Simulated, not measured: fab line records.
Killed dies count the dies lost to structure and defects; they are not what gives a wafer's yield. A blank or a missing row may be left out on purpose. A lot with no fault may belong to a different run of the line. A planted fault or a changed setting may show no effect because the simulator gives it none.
Commonality check across tools / flow n5_finfet / 10 lots and 29 wafers in the sample

== THE REASON FOR OPENING IT ==
On 2 of the 10 lots, a flag is raised at N5_BEOL_M14_CD_MEAS_28 on the reading cd_nm. Wafers without a fault read 284.2 nm, standard deviation 2.4.
Rule: a lot is flagged when every wafer of it that has a number lies more than 4 standard deviations from that mean, or none has a number. As for the other lots, they are considered sound.

lot=L515; measured=day 12 06:04; on=cd_sem-02; cd_nm (nm), wafer by wafer=285.0 284.8 287.4; flag=
lot=L514; measured=day 12 23:56; on=cd_sem-02; cd_nm (nm), wafer by wafer=282.7 285.4; flag=
lot=L518; measured=day 13 18:06; on=cd_sem-02; cd_nm (nm), wafer by wafer=290.0 285.9 282.4; flag=
lot=L520; measured=day 14 12:33; on=cd_sem-01; cd_nm (nm), wafer by wafer=284.8 282.6 281.8; flag=
lot=L525; measured=day 15 14:29; on=cd_sem-03; cd_nm (nm), wafer by wafer=296.6 295.2 303.4; flag=FLAGGED
lot=L522; measured=day 15 15:20; on=cd_sem-02; cd_nm (nm), wafer by wafer=300.4 298.1 297.3; flag=FLAGGED
lot=L530; measured=day 16 19:16; on=cd_sem-01; cd_nm (nm), wafer by wafer=286.2 285.1 284.7; flag=
lot=L531; measured=day 17 09:40; on=cd_sem-03; cd_nm (nm), wafer by wafer=284.9 285.1 286.9; flag=
lot=L532; measured=day 17 11:08; on=cd_sem-03; cd_nm (nm), wafer by wafer=284.1 286.3 286.7; flag=
lot=L536; measured=day 18 14:40; on=cd_sem-01; cd_nm (nm), wafer by wafer=279.5 283.5 278.7; flag=
The mean of the flagged lots' numbers is 298.5 nm, +14.3 nm from the usual (+6 standard deviations).

== TOOL THAT RAN EACH LOT ==
Before the reading, the record contains 2 process steps out of a 1938-step route. Each cell gives the tool, then ch followed by the chambers the sampled wafers passed through, then the start.
lot=L515; flag=; N5_BEOL_M14_VIA_ETCH_16=rie_diel-05 ch 0,1,2, day 12 05:23; N5_BEOL_M14_PEB_26=litho_track-02 ch 0, day 12 05:57
lot=L514; flag=; N5_BEOL_M14_VIA_ETCH_16=rie_diel-03 ch 0,3, day 12 23:13; N5_BEOL_M14_PEB_26=litho_track-04 ch 0, day 12 23:49
lot=L518; flag=; N5_BEOL_M14_VIA_ETCH_16=rie_diel-03 ch 0,1, day 13 17:18; N5_BEOL_M14_PEB_26=litho_track-04 ch 0, day 13 17:59
lot=L520; flag=; N5_BEOL_M14_VIA_ETCH_16=rie_diel-03 ch 1,3, day 14 11:44; N5_BEOL_M14_PEB_26=litho_track-04 ch 0, day 14 12:26
lot=L525; flag=FLAGGED; N5_BEOL_M14_VIA_ETCH_16=rie_diel-02 ch 0,3, day 15 13:49; N5_BEOL_M14_PEB_26=litho_track-04 ch 0, day 15 14:22
lot=L522; flag=FLAGGED; N5_BEOL_M14_VIA_ETCH_16=rie_diel-05 ch 1,2,3, day 15 14:29; N5_BEOL_M14_PEB_26=litho_track-04 ch 0, day 15 15:13
lot=L530; flag=; N5_BEOL_M14_VIA_ETCH_16=rie_diel-03 ch 1,2, day 16 18:28; N5_BEOL_M14_PEB_26=litho_track-02 ch 0, day 16 19:09
lot=L531; flag=; N5_BEOL_M14_VIA_ETCH_16=rie_diel-03 ch 1,2,3, day 17 08:57; N5_BEOL_M14_PEB_26=litho_track-02 ch 0, day 17 09:33
lot=L532; flag=; N5_BEOL_M14_VIA_ETCH_16=rie_diel-03 ch 1,2,3, day 17 10:27; N5_BEOL_M14_PEB_26=litho_track-02 ch 0, day 17 11:01
lot=L536; flag=; N5_BEOL_M14_VIA_ETCH_16=rie_diel-02 ch 0,1,3, day 18 13:52; N5_BEOL_M14_PEB_26=litho_track-04 ch 0, day 18 14:32
What the steps here do:
- N5_BEOL_M14_VIA_ETCH_16: etches SiO2 in C4F8/O2/Ar, target depth 1231.3 nm.
- N5_BEOL_M14_PEB_26: peb time 90 s.
- N5_BEOL_M14_CD_MEAS_28: target cd 284.4 nm.

== FLAGGED AGAINST TOTAL, ONE TOOL AT A TIME (gauges that did the reading follow at the end) ==
step=N5_BEOL_M14_VIA_ETCH_16; tool=rie_diel-02; lots run=2; flagged=1; share of the flagged lots=some; sound lots run after its first flagged lot=1 (L536)
step=N5_BEOL_M14_VIA_ETCH_16; tool=rie_diel-03; lots run=6; flagged=0; share of the flagged lots=none; sound lots run after its first flagged lot=-
step=N5_BEOL_M14_VIA_ETCH_16; tool=rie_diel-05; lots run=2; flagged=1; share of the flagged lots=some; sound lots run after its first flagged lot=0
step=N5_BEOL_M14_PEB_26; tool=litho_track-02; lots run=4; flagged=0; share of the flagged lots=none; sound lots run after its first flagged lot=-
step=N5_BEOL_M14_PEB_26; tool=litho_track-04; lots run=6; flagged=2; share of the flagged lots=all; sound lots run after its first flagged lot=1 (L536)
step=N5_BEOL_M14_CD_MEAS_28; tool=cd_sem-01; lots run=3; flagged=0; share of the flagged lots=none; sound lots run after its first flagged lot=-
step=N5_BEOL_M14_CD_MEAS_28; tool=cd_sem-02; lots run=4; flagged=1; share of the flagged lots=some; sound lots run after its first flagged lot=0
step=N5_BEOL_M14_CD_MEAS_28; tool=cd_sem-03; lots run=3; flagged=1; share of the flagged lots=some; sound lots run after its first flagged lot=2 (L531,L532)

== WHAT THE TABLE PERMITS ==
All flagged lots share 1 row of the table, namely litho_track-04 at N5_BEOL_M14_PEB_26.
- litho_track-04 at N5_BEOL_M14_PEB_26: 2 of its 6 lots flagged. Lots that were sound ran on it after the first flagged one (L536); a persistent fault on the entire tool would not allow that. Its own readings (heater_power_total_W, plate_temp_C) fall more than 4 standard deviations out on all wafers of the flagged lots.
There is no row in the table that ran each flagged lot and no sound lot after the first.

== WHAT HAD BEEN PUT IN BY THE SIMULATOR ==
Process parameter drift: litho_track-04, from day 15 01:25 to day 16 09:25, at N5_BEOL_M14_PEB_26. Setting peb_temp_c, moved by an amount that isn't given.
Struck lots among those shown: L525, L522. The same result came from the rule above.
